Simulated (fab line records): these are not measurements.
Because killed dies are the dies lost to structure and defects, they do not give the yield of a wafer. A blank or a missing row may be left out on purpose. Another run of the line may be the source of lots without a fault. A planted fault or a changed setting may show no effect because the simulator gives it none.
fab line records + flow nandHarc + part 1 of 2: steps 1 to 4 of 6
record:
- lots: 20
- wafers: 60
- lastDay: 34
route steps=1302 shown A_STAIRCASE@841 A_SLIT@934 A_CONTACT@1002
lots that met no fault: from a run of the same line without faults
startH: hours from the record's opening day to when the first of the lot's shown wafers began + waitH: time in hours since the lot's previous step + " as in the row above + L1.1+2: a single row standing in for several wafers + - value missing, or start not given + * or withheld: withheld + < > ~ a bound
route shown NAME@n: names a module that has steps shown in the file, with the first one's number in the route + usual: mean and standard deviation over wafers with no fault + same: alike in all rows + chamber/n: place in a boat + sites: the reading at each site + _std_site: how widely they spread, as a standard deviation + _edge_site: mean of outer sites minus mean of inner sites + radiusMm: how far each site lies from the wafer's centre + mask NAME#n: copy n + behind: tool/chamber where the wafer was last shaped + hold: why the lot was held/for how many hours/how that ended + device: the transistor (n, p or np) that didn't switch + end of line: at the end of the route, the tests of the same wafers + where a step has no rows: the recipe by itself + killed: not the wafer's yield, but the dies lost to structure and defects at the first sort + map: per-die view of a wafer (x killed, . not killed, _ where there is no die)
set.NAME: the run value of the setting; set.NAME@STEP: its run value at that earlier step + model.NAME: the simulator's own value behind a step, which no gauge read
a sample of lots followed through the steps of the route, with each step as a table and each wafer as a row
services: when a tool's chamber went out of use (startH, in hours from the record's first day, below 0 if earlier), for how many hours, and the reason
== steps ==
step: NHARC_A_STAIRCASE_ALD_415
recipe:
- targetThkA: 300
- pulseTimeS: 6
- aldCycles: 300
- tempC: 300
- material: SiO2
usual:
- heaterPowerW: 482/49
- precursorPulseHeightRel: 0.998/0.021
- susceptorTempC: 300.03/0.19
same:
- pulseTimeS: 6
| lot.wafer | tool     | chamber | startH | waitH | heaterPowerW | precursorPulseHeightRel | susceptorTempC |
|-----------|----------|---------|--------|-------|--------------|-------------------------|----------------|
| L074.2    | aldHk-01 | 0       | 388.29 | 0.1   | 453          | 1.001                   | 300.03         |
| L074.1    | "        | 2       | "      | "     | 541          | 0.988                   | 300.28         |
| L074.6    | "        | 1       | "      | "     | 437          | 1.000                   | 299.91         |
| L075.2    | aldHk-04 | 2       | 400.40 | 0.5   | 569          | 0.990                   | 300.17         |
| L075.1    | "        | 3       | "      | "     | 505          | 0.974                   | 299.90         |
| L075.6    | "        | 0       | "      | "     | 494          | 1.020                   | 300.19         |
| L076.3    | aldHk-04 | 3       | 405.38 | 0.1   | 503          | 0.976                   | 300.30         |
| L076.4    | "        | 2       | "      | "     | 550          | 1.023                   | 299.82         |
| L076.5    | "        | 0       | "      | "     | 507          | 1.013                   | 299.98         |
| L077.4    | aldHk-02 | 3       | 415.33 | 0.1   | 552          | 0.989                   | 299.99         |
| L077.2    | "        | 0       | "      | "     | 423          | 1.035                   | 300.04         |
| L077.1    | "        | 1       | "      | "     | 406          | 0.979                   | 300.07         |
| L078.2    | aldHk-04 | 3       | 418.11 | 0.5   | 500          | 0.987                   | 299.91         |
| L078.6    | "        | 2       | "      | "     | 539          | 0.965                   | 300.32         |
| L078.5    | "        | 3       | "      | "     | 497          | 1.042                   | 300.06         |
| L080.2    | aldHk-02 | 0       | 427.73 | 0.1   | 418          | 0.996                   | 299.94         |
| L080.4    | "        | 1       | "      | "     | 408          | 0.992                   | 299.95         |
| L080.6    | "        | 1       | 430.09 | 2.4   | 416          | 0.994                   | 300.31         |
| L079.3    | aldHk-01 | 3       | 429.10 | 0.1   | 520          | 0.984                   | 299.96         |
| L079.4    | "        | 0       | "      | "     | 447          | 1.028                   | 299.95         |
| L079.2    | "        | 1       | "      | "     | 439          | 1.013                   | 300.07         |
| L083.3    | aldHk-02 | 3       | 476.88 | 3.4   | 544          | 1.034                   | 300.19         |
| L083.1    | "        | 0       | "      | "     | 422          | 0.953                   | 299.95         |
| L083.5    | "        | 2       | "      | "     | 450          | 0.987                   | 299.76         |
| L082.4    | aldHk-04 | 0       | 477.51 | 3.7   | 504          | 0.999                   | 300.07         |
| L082.1    | "        | 1       | "      | "     | 468          | 0.980                   | 300.13         |
| L082.5    | "        | 3       | "      | "     | 484          | 1.006                   | 300.14         |
| L084.2    | aldHk-02 | 0       | 489.18 | 0.3   | 421          | 1.022                   | 300.07         |
| L084.5    | "        | 3       | "      | "     | 536          | 1.023                   | 300.21         |
| L084.6    | "        | 0       | "      | "     | 419          | 1.008                   | 300.13         |
| L085.2    | aldHk-02 | 0       | 495.12 | 0.5   | 438          | 0.990                   | 300.20         |
| L085.3    | "        | 1       | "      | "     | 412          | 0.988                   | 300.31         |
| L085.5    | "        | 2       | "      | "     | 452          | 0.978                   | 300.27         |
| L086.4    | aldHk-04 | 0       | 501.07 | 0.5   | 497          | 0.951                   | 299.91         |
| L086.2    | "        | 1       | "      | "     | 488          | 0.948                   | 300.10         |
| L086.5    | "        | 2       | "      | "     | 527          | 1.038                   | 300.00         |
| L088.4    | aldHk-02 | 1       | 525.68 | 0.4   | 411          | 0.982                   | 299.83         |
| L088.1    | "        | 2       | "      | "     | 456          | 0.988                   | 300.16         |
| L088.3    | "        | 3       | "      | "     | 547          | 0.979                   | 300.21         |
| L089.1    | aldHk-01 | 1       | 557.47 | 0.3   | 460          | 1.024                   | 300.05         |
| L089.5    | "        | 0       | "      | "     | 432          | 0.984                   | 299.93         |
| L089.6    | "        | 1       | "      | "     | 460          | 1.034                   | 300.06         |
| L091.4    | aldHk-01 | 3       | 565.44 | 0.8   | 486          | 1.026                   | 299.94         |
| L091.5    | "        | 0       | "      | "     | 439          | 0.979                   | 299.99         |
| L091.6    | "        | 1       | "      | "     | 464          | 0.969                   | 299.84         |
| L093.2    | aldHk-04 | 3       | 575.32 | 0.3   | 468          | 1.003                   | 299.97         |
| L093.5    | "        | 2       | "      | "     | 549          | 0.998                   | 299.63         |
| L093.6    | "        | 3       | "      | "     | 478          | 0.988                   | 299.74         |
| L094.3    | aldHk-04 | 2       | 582.61 | 0.3   | 539          | 1.023                   | 300.06         |
| L094.2    | "        | 3       | "      | "     | 479          | 0.997                   | 299.85         |
| L094.5    | "        | 2       | "      | "     | 560          | 0.983                   | 299.45         |
| L096.1    | aldHk-01 | 2       | 604.49 | 0.3   | 564          | 1.004                   | 300.37         |
| L096.4    | "        | 0       | "      | "     | 442          | 1.020                   | 299.93         |
| L096.6    | "        | 2       | "      | "     | 572          | 0.997                   | 300.32         |
| L097.4    | aldHk-02 | 3       | 606.89 | 0.1   | 577          | 0.962                   | -              |
| L097.2    | "        | 0       | "      | "     | 439          | 1.005                   | -              |
| L097.3    | "        | 1       | "      | "     | 425          | 1.003                   | -              |
| L095.4    | aldHk-01 | 0       | 614.33 | 0.1   | 445          | 1.005                   | 299.92         |
| L095.1    | "        | 2       | "      | "     | 564          | 1.003                   | 300.41         |
| L095.6    | "        | 0       | "      | "     | 448          | 0.986                   | 299.87         |
step: NHARC_A_STAIRCASE_ETCHBACK_157
recipe:
- targetDepthA: 900
- overEtchFrac: 0.3
- timeS: 167.14
- ionEnergyEv: 120
- ch3fFlowSccm: 50
- o2FlowSccm: 30
- arFlowSccm: 200
- rfW: 500
- biasW: 100
- chemistry: CH3F/O2
usual:
- ch3fFlowSccm: 49.99/0.16
- drypumpMotorCurrentA: 6.0/0.33
- o2FlowSccm: 30.01/0.091
- oesProductAu: 0.97/0.033
- rfVppV: 244.7/1.8
- showerheadPlenumPTorr: 2.48/0.12
- throttleValvePct: 20.664/0.0093
| lot.wafer | tool       | chamber | startH | waitH | ch3fFlowSccm | drypumpMotorCurrentA | o2FlowSccm | oesProductAu | rfHoursCounterH | rfVppV | showerheadPlenumPTorr | throttleValvePct |
|-----------|------------|---------|--------|-------|--------------|----------------------|------------|--------------|-----------------|--------|-----------------------|------------------|
| L074.1    | rieDiel-13 | 3       | 439.65 | 0.2   | 49.86        | 5.5                  | 29.86      | 1.00         | 30              | 242.5  | 2.29                  | 20.664           |
| L074.2    | "          | 2       | "      | "     | 50.22        | 6.5                  | 30.08      | 1.01         | 27              | 244.1  | 2.44                  | 20.665           |
| L074.6    | "          | 2       | "      | "     | 49.90        | 6.5                  | 29.91      | 1.02         | -               | 245.2  | 2.44                  | 20.684           |
| L075.1    | rieDiel-12 | 2       | 439.95 | 0.1   | 49.98        | 5.4                  | 30.13      | 1.02         | 52              | 243.8  | 2.38                  | 20.674           |
| L075.2    | "          | 0       | "      | "     | 50.02        | 6.0                  | 29.97      | 1.02         | 57              | 246.8  | 2.52                  | 20.672           |
| L075.6    | "          | 1       | "      | "     | 50.16        | 5.7                  | 30.01      | 1.00         | -               | 242.4  | 2.34                  | 20.670           |
| L076.3    | rieDiel-03 | 2       | 454.59 | 0.2   | 50.20        | 6.0                  | 30.02      | 0.94         | 62              | 241.8  | 2.34                  | 20.657           |
| L076.4    | "          | 0       | "      | "     | 50.06        | 6.2                  | 30.00      | 0.97         | 60              | 243.2  | 2.39                  | 20.663           |
| L076.5    | "          | 3       | "      | "     | 50.02        | 5.9                  | 29.82      | 0.95         | -               | 245.8  | 2.58                  | 20.658           |
| L077.1    | rieDiel-13 | 2       | 463.85 | 0.2   | 50.01        | 6.5                  | 30.24      | 0.93         | 38              | 243.5  | 2.44                  | 20.654           |
| L077.4    | "          | 3       | "      | "     | 50.17        | 5.6                  | 30.11      | 0.93         | 43              | 241.4  | 2.29                  | 20.661           |
| L077.2    | "          | 0       | "      | "     | 50.04        | 6.4                  | 30.00      | 0.93         | 40              | 245.4  | 2.51                  | 20.660           |
| L078.2    | rieDiel-13 | 1       | 463.99 | 0.2   | 49.77        | 6.4                  | 30.00      | 0.98         | 27              | 246.2  | 2.65                  | 20.665           |
| L078.5    | "          | 3       | "      | "     | 50.05        | 5.6                  | 29.92      | 1.01         | -               | 241.9  | 2.29                  | 20.666           |
| L078.6    | "          | 0       | "      | "     | 50.29        | 6.3                  | 29.98      | 0.98         | -               | 245.4  | 2.51                  | 20.684           |
| L080.4    | rieDiel-12 | 3       | 475.88 | 0.2   | 50.24        | 5.7                  | 30.13      | 1.00         | 9               | 245.3  | 2.48                  | 20.669           |
| L080.2    | "          | 0       | "      | "     | 49.89        | 6.0                  | 29.98      | 1.01         | 11              | 243.4  | 2.51                  | 20.656           |
| L080.6    | "          | 3       | "      | "     | 50.31        | 5.7                  | 30.00      | 0.99         | -               | 245.1  | 2.48                  | 20.660           |
| L079.2    | rieDiel-03 | 2       | 476.18 | 0.1   | 49.97        | 6.0                  | 30.02      | 1.00         | 3               | 240.8  | 2.34                  | 20.677           |
| L079.4    | "          | 3       | "      | "     | 50.22        | 5.9                  | 30.05      | 0.99         | 3               | 245.5  | 2.58                  | 20.659           |
| L079.3    | "          | 0       | "      | "     | 49.83        | 6.2                  | 29.91      | 1.03         | 3               | 244.3  | 2.39                  | 20.670           |
| L082.4    | rieDiel-12 | 2       | 525.79 | 0.2   | 49.97        | 5.4                  | 30.06      | 0.97         | 17              | 243.0  | 2.38                  | 20.664           |
| L082.1    | "          | 3       | "      | "     | 50.15        | 5.7                  | 30.17      | 0.98         | 19              | 244.8  | 2.48                  | 20.661           |
| L082.5    | "          | 1       | "      | "     | 49.84        | 5.7                  | 29.94      | 0.98         | -               | 241.2  | 2.33                  | 20.659           |
| L083.1    | rieDiel-12 | 1       | 527.47 | 0.2   | 50.03        | 5.7                  | 29.96      | 0.99         | 23              | 243.6  | 2.33                  | 20.655           |
| L083.3    | "          | 3       | "      | "     | 50.04        | 5.7                  | 29.97      | 1.00         | 19              | 245.3  | 2.48                  | 20.681           |
| L083.5    | "          | 1       | "      | "     | 50.16        | 5.7                  | 30.10      | 0.99         | -               | 242.9  | 2.33                  | 20.669           |
| L084.2    | rieDiel-03 | 1       | 537.23 | 0.2   | 49.88        | 6.2                  | 30.22      | 0.93         | 20              | 246.8  | 2.65                  | 20.653           |
| L084.5    | "          | 3       | "      | "     | 49.91        | 5.9                  | 29.84      | 0.92         | -               | 245.7  | 2.57                  | 20.658           |
| L084.6    | "          | 0       | "      | "     | 49.97        | 6.2                  | 30.01      | 0.95         | -               | 243.5  | 2.38                  | 20.659           |
| L086.2    | rieDiel-12 | 1       | 545.59 | 0.2   | 50.01        | 5.7                  | 29.97      | 0.94         | 30              | 242.0  | 2.33                  | 20.669           |
| L086.4    | "          | 2       | "      | "     | 50.06        | 5.4                  | 29.99      | 0.93         | 24              | 241.9  | 2.37                  | 20.674           |
| L086.5    | "          | 3       | "      | "     | 49.80        | 5.7                  | 30.19      | 0.94         | -               | 245.9  | 2.48                  | 20.657           |
| L085.2    | rieDiel-03 | 0       | 546.42 | 0.1   | 50.16        | 6.2                  | 30.12      | 0.95         | 23              | 244.4  | 2.38                  | 20.666           |
| L085.3    | "          | 1       | "      | "     | 49.94        | 6.2                  | 30.05      | 0.92         | 23              | 247.6  | 2.65                  | 20.644           |
| L085.5    | "          | 0       | "      | "     | 50.12        | 6.2                  | 30.08      | 0.95         | -               | 242.8  | 2.38                  | 20.672           |
| L088.3    | rieDiel-13 | 2       | 574.79 | 0.2   | 50.08        | 6.5                  | 29.94      | 1.01         | 18              | 244.9  | 2.42                  | 20.663           |
| L088.1    | "          | 3       | "      | "     | 49.90        | 5.5                  | 30.14      | 0.98         | 20              | 247.5  | 2.65                  | 20.662           |
| L088.4    | "          | 0       | "      | "     | 49.93        | 6.3                  | 29.85      | 1.03         | 17              | 244.4  | 2.50                  | 20.647           |
| L089.1    | rieDiel-12 | 2       | 612.05 | 0.2   | 50.12        | 5.4                  | 29.96      | 0.95         | 43              | 244.3  | 2.37                  | 20.655           |
| L089.6    | "          | 3       | "      | "     | 49.69        | 5.7                  | 29.92      | 0.97         | -               | 246.3  | 2.47                  | 20.678           |
| L089.5    | "          | 0       | "      | "     | 50.45        | 6.0                  | 30.04      | 0.95         | -               | 246.2  | 2.50                  | 20.650           |
| L091.4    | rieDiel-03 | 2       | 617.79 | 0.2   | 50.02        | 6.0                  | 30.09      | 0.92         | 54              | 242.1  | 2.32                  | 20.637           |
| L091.6    | "          | 3       | "      | "     | 49.81        | 5.9                  | 29.91      | 0.92         | -               | 247.1  | 2.56                  | 20.669           |
| L091.5    | "          | 0       | "      | "     | 49.93        | 6.2                  | 29.98      | 0.95         | -               | 243.9  | 2.37                  | 20.666           |
| L093.2    | rieDiel-13 | 1       | 625.32 | 0.3   | 50.02        | 6.4                  | 29.90      | 0.99         | 30              | 246.8  | 2.63                  | 20.655           |
| L093.6    | "          | 2       | "      | "     | 49.96        | 6.5                  | 29.82      | 0.98         | -               | 242.6  | 2.42                  | 20.680           |
| L093.5    | "          | 3       | "      | "     | 49.95        | 5.6                  | 29.89      | 0.98         | -               | 248.1  | 2.65                  | 20.653           |
| L094.3    | rieDiel-03 | 1       | 625.48 | 0.2   | 49.83        | 6.2                  | 30.08      | 1.00         | 51              | 247.1  | 2.64                  | 20.655           |
| L094.2    | "          | 3       | "      | "     | 49.94        | 5.9                  | 29.94      | 0.98         | 56              | 245.2  | 2.56                  | 20.672           |
| L094.5    | "          | 1       | "      | "     | 49.96        | 6.2                  | 30.14      | 1.01         | -               | 246.8  | 2.64                  | 20.661           |
| L097.2    | rieDiel-13 | 3       | 655.11 | 0.2   | 50.08        | 5.6                  | 29.94      | 0.92         | 51              | 245.8  | 2.64                  | 20.673           |
| L097.4    | "          | 0       | "      | "     | 49.88        | 6.3                  | 29.94      | 0.94         | 37              | 243.6  | 2.49                  | 20.672           |
| L097.3    | "          | 1       | "      | "     | 49.98        | 6.4                  | 29.98      | 0.92         | 41              | 247.4  | 2.63                  | 20.665           |
| L096.4    | rieDiel-13 | 0       | 655.26 | 0.2   | 49.90        | 6.3                  | 29.83      | 0.97         | 37              | 244.1  | 2.49                  | 20.669           |
| L096.1    | "          | 1       | "      | "     | 50.22        | 6.4                  | 29.98      | 0.94         | 41              | 246.3  | 2.63                  | 20.660           |
| L096.6    | "          | 3       | "      | "     | 49.78        | 5.6                  | 30.04      | 0.97         | -               | 247.0  | 2.64                  | 20.658           |
| L095.1    | rieDiel-03 | 1       | 659.52 | 0.1   | 50.30        | 6.2                  | 29.98      | 0.98         | 7               | 246.3  | 2.63                  | 20.649           |
| L095.4    | "          | 2       | "      | "     | 49.98        | 6.0                  | 29.96      | 0.98         | 5               | 242.4  | 2.31                  | 20.666           |
| L095.6    | "          | 0       | "      | "     | 50.03        | 6.2                  | 29.97      | 1.03         | -               | 243.7  | 2.37                  | 20.677           |
step: NHARC_A_SLIT_OVL_MEAS_10
usual:
- overlayXNm: -0.3/0.93
- overlayYNm: 0.1/0.75
| lot.wafer | tool       | chamber | startH | waitH | overlayXNm | overlayYNm |
|-----------|------------|---------|--------|-------|------------|------------|
| L075.1    | overlay-01 | -       | 453.17 | -     | 0.7        | -0.2       |
| L075.2    | "          | -       | "      | "     | -0.2       | 0.1        |
| L075.6    | "          | -       | "      | "     | -0.3       | 0.6        |
| L074.1    | overlay-02 | -       | 455.80 | -     | 0.7        | 0.1        |
| L074.2    | "          | -       | "      | "     | 1.1        | -0.2       |
| L074.6    | "          | -       | "      | "     | 0.6        | 0.0        |
| L076.3    | overlay-01 | -       | 467.90 | -     | 0.0        | -0.3       |
| L076.4    | "          | -       | "      | "     | -0.6       | -0.5       |
| L076.5    | "          | -       | "      | "     | 0.4        | -0.7       |
| L077.1    | overlay-02 | -       | 477.46 | -     | -0.6       | 0.1        |
| L077.2    | "          | -       | "      | "     | -0.1       | 0.2        |
| L077.4    | "          | -       | "      | "     | 0.4        | 0.1        |
| L078.2    | overlay-02 | -       | 477.61 | -     | 0.3        | -0.5       |
| L078.5    | "          | -       | "      | "     | 0.8        | -1.4       |
| L078.6    | "          | -       | "      | "     | 0.2        | -0.2       |
| L079.2    | overlay-01 | -       | 496.75 | -     | -1.2       | -0.5       |
| L079.3    | "          | -       | "      | "     | -1.1       | -0.6       |
| L079.4    | "          | -       | "      | "     | -2.0       | -0.9       |
| L080.2    | overlay-02 | -       | 499.80 | -     | -0.6       | -0.6       |
| L080.4    | "          | -       | "      | "     | -1.0       | -0.8       |
| L080.6    | "          | -       | "      | "     | -0.6       | -0.7       |
| L082.1    | overlay-01 | -       | 539.24 | -     | 0.6        | 0.6        |
| L082.4    | "          | -       | "      | "     | 0.7        | 0.9        |
| L082.5    | "          | -       | "      | "     | 0.6        | 1.1        |
| L083.1    | overlay-02 | -       | 539.38 | -     | -1.5       | 0.6        |
| L083.3    | "          | -       | "      | "     | -1.2       | 0.5        |
| L083.5    | "          | -       | "      | "     | -1.5       | 0.3        |
| L084.2    | overlay-02 | -       | 550.48 | -     | -0.2       | 0.0        |
| L084.5    | "          | -       | "      | "     | 0.1        | -0.1       |
| L084.6    | "          | -       | "      | "     | -0.3       | 0.3        |
| L085.2    | overlay-02 | -       | 560.82 | -     | 1.7        | 0.0        |
| L085.3    | "          | -       | "      | "     | 1.7        | 0.0        |
| L085.5    | "          | -       | "      | "     | 2.0        | -0.1       |
| L086.2    | overlay-01 | -       | 561.83 | -     | -0.7       | 0.7        |
| L086.4    | "          | -       | "      | "     | -1.6       | 0.8        |
| L086.5    | "          | -       | "      | "     | -0.6       | 0.3        |
| L088.1    | overlay-01 | -       | 588.18 | -     | -0.8       | -0.7       |
| L088.3    | "          | -       | "      | "     | -1.0       | -0.7       |
| L088.4    | "          | -       | "      | "     | -1.0       | -0.6       |
| L089.1    | overlay-01 | -       | 623.19 | -     | -0.7       | -1.5       |
| L089.5    | "          | -       | "      | "     | -0.8       | -0.7       |
| L089.6    | "          | -       | "      | "     | -1.2       | -1.1       |
| L091.4    | overlay-01 | -       | 634.56 | -     | -0.3       | -1.1       |
| L091.5    | "          | -       | "      | "     | 0.0        | -0.5       |
| L091.6    | "          | -       | "      | "     | -0.3       | -1.3       |
| L094.2    | overlay-01 | -       | 642.90 | -     | -0.8       | -0.1       |
| L094.3    | "          | -       | "      | "     | -0.8       | -0.4       |
| L094.5    | "          | -       | "      | "     | -0.5       | 0.1        |
| L093.2    | overlay-01 | -       | 643.81 | -     | 0.2        | 0.5        |
| L093.5    | "          | -       | "      | "     | 0.3        | 0.8        |
| L093.6    | "          | -       | "      | "     | 0.5        | 0.9        |
| L097.2    | overlay-01 | -       | 668.67 | -     | -2.8       | 0.0        |
| L097.3    | "          | -       | "      | "     | -2.3       | -0.1       |
| L097.4    | "          | -       | "      | "     | -1.8       | -0.1       |
| L096.1    | overlay-02 | -       | 668.82 | -     | 0.6        | 0.0        |
| L096.4    | "          | -       | "      | "     | 0.9        | 0.0        |
| L096.6    | "          | -       | "      | "     | 1.2        | 0.3        |
| L095.1    | overlay-01 | -       | 673.21 | -     | 0.0        | -0.6       |
| L095.4    | "          | -       | "      | "     | -0.9       | -1.2       |
| L095.6    | "          | -       | "      | "     | -0.3       | -0.5       |
step: NHARC_A_CONTACT_ETCH_49
recipe:
- targetDepthA: 2600
- overEtchFrac: 0.3
- timeS: 475.3
- ionEnergyEv: 200
- n2FlowSccm: 150
- h2FlowSccm: 150
- arFlowSccm: 0
- rfW: 400
- biasW: 150
- chemistry: N2/H2
usual:
- drypumpMotorCurrentA: 5.9/0.4
- oesProductAu: 0.999/0.015
- rfVppV: 431.3/2.8
- showerheadPlenumPTorr: 2.07/0.1
- throttleValvePct: 14.172/0.0092
| lot.wafer | tool       | chamber | startH | waitH | drypumpMotorCurrentA | oesProductAu | rfHoursCounterH | rfVppV | showerheadPlenumPTorr | throttleValvePct |
|-----------|------------|---------|--------|-------|----------------------|--------------|-----------------|--------|-----------------------|------------------|
| L075.1    | rieDiel-02 | 3       | -      | -     | 5.6                  | 1.016        | 19              | 432.5  | 2.14                  | 14.163           |
| L075.2    | "          | 2       | "      | "     | 5.9                  | 1.005        | 18              | 428.2  | 1.95                  | 14.181           |
| L075.6    | "          | 3       | "      | "     | 5.5                  | 1.029        | -               | 434.5  | 2.14                  | 14.179           |
| L074.2    | rieDiel-13 | 3       | -      | -     | 5.6                  | 0.996        | 55              | 424.7  | 1.89                  | 14.187           |
| L074.1    | "          | 0       | "      | "     | 6.3                  | 0.997        | 53              | 431.8  | 2.08                  | 14.162           |
| L074.6    | "          | 0       | "      | "     | 6.3                  | 0.997        | -               | 433.4  | 2.08                  | 14.189           |
| L076.3    | rieDiel-03 | 0       | -      | -     | 6.2                  | 1.028        | 9               | 429.6  | 1.98                  | 14.161           |
| L076.4    | "          | 3       | "      | "     | 5.9                  | 0.986        | 8               | 432.8  | 2.15                  | 14.171           |
| L076.5    | "          | 0       | "      | "     | 6.2                  | 1.026        | -               | 430.0  | 1.98                  | 14.175           |
| L077.2    | rieDiel-13 | 2       | -      | -     | 6.5                  | 1.022        | 55              | 429.4  | 2.02                  | 14.173           |
| L077.4    | "          | 3       | "      | "     | 5.5                  | 0.997        | 59              | 427.3  | 1.88                  | 14.188           |
| L077.1    | "          | 0       | "      | "     | 6.3                  | 0.999        | 56              | 430.4  | 2.08                  | 14.169           |
| L078.2    | rieDiel-02 | 2       | -      | -     | 5.9                  | 1.004        | 24              | 428.8  | 1.94                  | 14.162           |
| L078.6    | "          | 0       | "      | "     | 5.5                  | 0.991        | -               | 434.0  | 2.10                  | 14.173           |
| L078.5    | "          | 1       | "      | "     | 5.2                  | 1.007        | -               | 431.3  | 2.03                  | 14.173           |
| L079.2    | rieDiel-13 | 3       | -      | -     | 5.5                  | 0.996        | 2               | 434.6  | 2.22                  | 14.173           |
| L079.3    | "          | 0       | "      | "     | 6.4                  | 1.014        | 2               | 430.4  | 2.08                  | 14.166           |
| L079.4    | "          | 1       | "      | "     | 6.4                  | 0.987        | 2               | 434.4  | 2.20                  | 14.187           |
| L080.2    | rieDiel-13 | 3       | -      | -     | 5.5                  | 0.993        | 4               | 434.4  | 2.22                  | 14.169           |
| L080.4    | "          | 0       | "      | "     | 6.3                  | 1.011        | 5               | 431.5  | 2.08                  | 14.182           |
| L080.6    | "          | 2       | "      | "     | 6.5                  | 1.003        | -               | 429.5  | 2.01                  | 14.176           |
| L082.1    | rieDiel-03 | 0       | -      | -     | 6.2                  | 1.019        | 34              | 426.9  | 1.97                  | 14.169           |
| L082.5    | "          | 0       | "      | "     | 6.2                  | 1.018        | -               | 427.3  | 1.97                  | 14.171           |
| L082.4    | "          | 1       | "      | "     | 6.2                  | 1.007        | -               | 435.2  | 2.21                  | 14.180           |
| L083.3    | rieDiel-02 | 2       | -      | -     | 5.9                  | 0.974        | 0               | 428.1  | 1.94                  | 14.184           |
| L083.1    | "          | 3       | "      | "     | 5.5                  | 0.996        | 0               | 431.8  | 2.14                  | 14.183           |
| L083.5    | "          | 3       | "      | "     | 5.5                  | 0.996        | -               | 433.2  | 2.14                  | 14.178           |
| L084.2    | rieDiel-02 | 3       | -      | -     | 5.5                  | 0.998        | 2               | 434.5  | 2.14                  | 14.170           |
| L084.5    | "          | 3       | "      | "     | 5.5                  | 0.999        | -               | 432.3  | 2.14                  | 14.175           |
| L084.6    | "          | 0       | "      | "     | 5.5                  | 0.984        | -               | 431.1  | 2.10                  | 14.152           |
| L086.2    | rieDiel-02 | 3       | -      | -     | 5.5                  | 0.993        | 4               | 432.8  | 2.14                  | 14.182           |
| L086.4    | "          | 1       | "      | "     | 5.2                  | 1.010        | 4               | 430.8  | 2.03                  | 14.179           |
| L086.5    | "          | 0       | "      | "     | 5.6                  | 0.980        | -               | 433.5  | 2.10                  | 14.169           |
| L085.2    | rieDiel-03 | 0       | -      | -     | 6.2                  | 1.029        | 39              | 428.6  | 1.97                  | 14.162           |
| L085.3    | "          | 1       | "      | "     | 6.2                  | 1.001        | 38              | 434.8  | 2.20                  | 14.176           |
| L085.5    | "          | 0       | "      | "     | 6.2                  | 1.016        | -               | 428.3  | 1.97                  | 14.180           |
| L088.3    | rieDiel-13 | 2       | -      | -     | 6.5                  | 0.996        | 33              | 430.5  | 2.00                  | 14.178           |
| L088.1    | "          | 3       | "      | "     | 5.6                  | 0.991        | 35              | 434.7  | 2.21                  | 14.167           |
| L088.4    | "          | 0       | "      | "     | 6.3                  | 1.027        | 27              | 431.3  | 2.07                  | 14.172           |
| L089.1    | rieDiel-02 | 1       | -      | -     | 5.2                  | 0.995        | 13              | 428.9  | 2.03                  | 14.172           |
| L089.6    | "          | 0       | "      | "     | 5.5                  | 0.967        | -               | 433.4  | 2.10                  | 14.168           |
| L089.5    | "          | 1       | "      | "     | 5.2                  | 1.001        | -               | 432.7  | 2.03                  | 14.163           |
| L091.4    | rieDiel-03 | 3       | -      | -     | 5.9                  | 1.008        | 10              | 432.1  | 2.12                  | 14.173           |
| L091.5    | "          | 1       | "      | "     | 6.2                  | 0.998        | -               | 434.9  | 2.19                  | 14.174           |
| L091.6    | "          | 2       | "      | "     | 6.0                  | 0.989        | -               | 428.3  | 1.91                  | 14.168           |
| L094.2    | rieDiel-13 | 0       | -      | -     | 6.3                  | 1.026        | 44              | 432.1  | 2.06                  | 14.178           |
| L094.3    | "          | 3       | "      | "     | 5.6                  | 1.003        | 58              | 435.1  | 2.20                  | 14.186           |
| L094.5    | "          | 1       | "      | "     | 6.4                  | 0.998        | -               | 434.2  | 2.18                  | 14.157           |
| L093.2    | rieDiel-03 | 3       | -      | -     | 5.9                  | 1.008        | 13              | 431.7  | 2.12                  | 14.156           |
| L093.5    | "          | 1       | "      | "     | 6.2                  | 0.982        | -               | 435.9  | 2.19                  | 14.189           |
| L093.6    | "          | 2       | "      | "     | 6.0                  | 0.983        | -               | 428.5  | 1.91                  | 14.172           |
| L096.1    | rieDiel-03 | 3       | -      | -     | 5.9                  | 1.012        | 20              | 430.8  | 2.12                  | 14.170           |
| L096.4    | "          | 1       | "      | "     | 6.2                  | 0.987        | 24              | 434.8  | 2.19                  | 14.183           |
| L096.6    | "          | 3       | "      | "     | 5.9                  | 1.004        | -               | 433.3  | 2.12                  | 14.185           |
| L097.3    | rieDiel-02 | 3       | -      | -     | 5.5                  | 1.003        | 18              | 433.1  | 2.13                  | 14.187           |
| L097.4    | "          | 0       | "      | "     | 5.5                  | 0.975        | 19              | 430.8  | 2.09                  | 14.171           |
| L097.2    | "          | 1       | "      | "     | 5.2                  | 1.010        | 20              | 430.0  | 2.02                  | 14.177           |
| L095.1    | rieDiel-13 | 2       | -      | -     | 6.5                  | 1.016        | 2               | 429.2  | 1.99                  | 14.171           |
| L095.4    | "          | 3       | "      | "     | 5.6                  | 1.017        | 2               | 435.0  | 2.19                  | 14.164           |
| L095.6    | "          | 3       | "      | "     | 5.6                  | 1.011        | -               | 434.4  | 2.19                  | 14.175           |
